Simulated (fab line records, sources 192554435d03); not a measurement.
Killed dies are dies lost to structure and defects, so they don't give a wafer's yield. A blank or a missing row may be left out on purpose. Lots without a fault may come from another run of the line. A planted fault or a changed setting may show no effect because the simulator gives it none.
Chamber matching | flow n5_finfet | N5_BEOL_M15_DESCUM_15 on rie_diel-05: 4 sister chambers
The step chemistry O2, time 7.9 s. 16 wafers are shown with their chamber, then 8 later ones without.

WAFERS WITH THEIR CHAMBER
wafer  | chamber | drypump_motor_current_A (A) | throttle_valve_pct (%) | showerhead_plenum_p_Torr (Torr)
L074.2 | 1       | 5.8                         | 20.08                  | 2.02
L074.3 | 0       | 5.0                         | 20.75                  | 2.08
L074.5 | 0       | 5.0                         | 20.76                  | 2.08
L077.1 | 2       | 5.9                         | 20.54                  | 2.11
L077.3 | 0       | 5.0                         | 20.78                  | 2.08
L077.4 | 1       | 5.9                         | 20.09                  | 2.01
L083.3 | 2       | 5.9                         | 20.56                  | 2.10
L083.5 | 1       | 5.9                         | 20.13                  | 2.01
L083.6 | 2       | 5.9                         | 20.57                  | 2.10
L086.2 | 1       | 5.9                         | 20.13                  | 2.01
L086.3 | 3       | 5.8                         | 20.74                  | 2.14
L086.5 | 0       | 5.0                         | 20.80                  | 2.07
L091.1 | 0       | 5.0                         | 20.82                  | 2.07
L091.2 | 3       | 5.8                         | 20.75                  | 2.14
L091.5 | 1       | 5.8                         | 20.12                  | 2.01
L090.3 | 2       | 5.9                         | 20.59                  | 2.10

SIGNATURES (means of the wafers above)
reading                  | chamber 0 | chamber 1 | chamber 2 | chamber 3 | scatter within a chamber
drypump_motor_current_A  | 5.000     | 5.860     | 5.900     | 5.800     | 0.0316
throttle_valve_pct       | 20.7820   | 20.1100   | 20.5650   | 20.7450   | 0.0239
showerhead_plenum_p_Torr | 2.0760    | 2.0120    | 2.1025    | 2.1400    | 0.00479
Rule: a wafer's distance from a chamber is the root of the sum, over the readings, of the square of ((its reading less the chamber's mean) divided by the reading's scatter). The wafer belongs to the nearest chamber; if the next one is less than 2 further off, it can't be placed. The scatter: the root of (the sum of the squares of (reading less its chamber's mean) over the shown wafers, divided by (wafers less chambers)).

WAFERS WITHOUT THEIR CHAMBER
wafer  | drypump_motor_current_A (A) | throttle_valve_pct (%) | showerhead_plenum_p_Torr (Torr)
L090.4 | 5.0                         | 20.81                  | 2.07
L090.5 | 5.0                         | 20.81                  | 2.07
L093.1 | 5.0                         | 20.82                  | 2.06
L093.2 | 6.0                         | 20.59                  | 2.09
L093.3 | 5.8                         | 20.75                  | 2.13
L094.2 | 5.8                         | 20.77                  | 2.13
L094.4 | 5.8                         | 20.14                  | 2.00
L094.5 | 5.8                         | 20.75                  | 2.13

WHICH CHAMBER EACH WENT THROUGH
wafer  | from the rows above | in truth
L090.4 | 0                   | 0
L090.5 | 0                   | 0
L093.1 | 0                   | 0
L093.2 | 2                   | 2
L093.3 | 3                   | 3
L094.2 | 3                   | 3
L094.4 | 1                   | 1
L094.5 | 3                   | 3
Placed correctly: 8 of 8. Can't be placed from these rows: 0. Placed wrongly: 0.
